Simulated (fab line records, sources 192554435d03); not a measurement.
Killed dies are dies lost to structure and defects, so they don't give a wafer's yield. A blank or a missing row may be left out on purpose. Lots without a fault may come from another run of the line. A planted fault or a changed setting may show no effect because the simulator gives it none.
Chamber matching | flow n5_finfet | N5_BEOL_M7_ETCH_72 on rie_diel-04: 4 sister chambers
The step etches underlayer in N2/H2, target depth 6.5 nm, time 5.2 s. 14 wafers are shown with their chamber, then 7 later ones without.

WAFERS WITH THEIR CHAMBER
wafer  | chamber | showerhead_plenum_p_Torr (Torr) | drypump_motor_current_A (A) | oes_product_au (a.u.)
L079.2 | 3       | 2.55                            | 5.4                         | 0.66
L079.4 | 0       | 2.50                            | 6.3                         | 0.78
L079.6 | 3       | 2.55                            | 5.4                         | 0.68
L080.1 | 0       | 2.50                            | 6.3                         | 0.78
L080.4 | 2       | 2.45                            | 5.6                         | 0.69
L080.5 | 1       | 2.62                            | 5.5                         | 0.57
L078.4 | 3       | 2.55                            | 5.4                         | 0.67
L078.5 | 1       | 2.62                            | 5.6                         | 0.57
L078.6 | 2       | 2.45                            | 5.7                         | 0.69
L085.1 | 2       | 2.45                            | 5.7                         | 0.66
L085.2 | 3       | 2.54                            | 5.4                         | 0.65
L085.3 | 1       | 2.61                            | 5.6                         | 0.58
L086.3 | 2       | 2.45                            | 5.7                         | 0.67
L086.4 | 3       | 2.54                            | 5.5                         | 0.65

SIGNATURES (means of the wafers above)
reading                  | chamber 0 | chamber 1 | chamber 2 | chamber 3 | scatter within a chamber
showerhead_plenum_p_Torr | 2.5000    | 2.6167    | 2.4500    | 2.5460    | 0.00432
drypump_motor_current_A  | 6.300     | 5.567     | 5.675     | 5.420     | 0.0471
oes_product_au           | 0.7800    | 0.5733    | 0.6775    | 0.6620    | 0.0119
Rule: a wafer's distance from a chamber is the root of the sum, over the readings, of the square of ((its reading less the chamber's mean) divided by the reading's scatter). The wafer belongs to the nearest chamber; if the next one is less than 2 further off, it can't be placed. The scatter: the root of (the sum of the squares of (reading less its chamber's mean) over the shown wafers, divided by (wafers less chambers)).

WAFERS WITHOUT THEIR CHAMBER
wafer  | showerhead_plenum_p_Torr (Torr) | drypump_motor_current_A (A) | oes_product_au (a.u.)
L086.5 | 2.61                            | 5.6                         | 0.56
L090.1 | 2.61                            | 5.6                         | 0.57
L090.2 | 2.45                            | 5.6                         | 0.66
L090.6 | 2.45                            | 5.6                         | 0.66
L094.1 | 2.49                            | 6.3                         | 0.74
L094.5 | 2.49                            | 6.3                         | 0.74
L094.6 | 2.54                            | 5.5                         | 0.64

WHICH CHAMBER EACH WENT THROUGH
wafer  | from the rows above | in truth
L086.5 | 1                   | 1
L090.1 | 1                   | 1
L090.2 | 2                   | 2
L090.6 | 2                   | 2
L094.1 | 0                   | 0
L094.5 | 0                   | 0
L094.6 | 3                   | 3
Placed correctly: 7 of 7. Can't be placed from these rows: 0. Placed wrongly: 0.
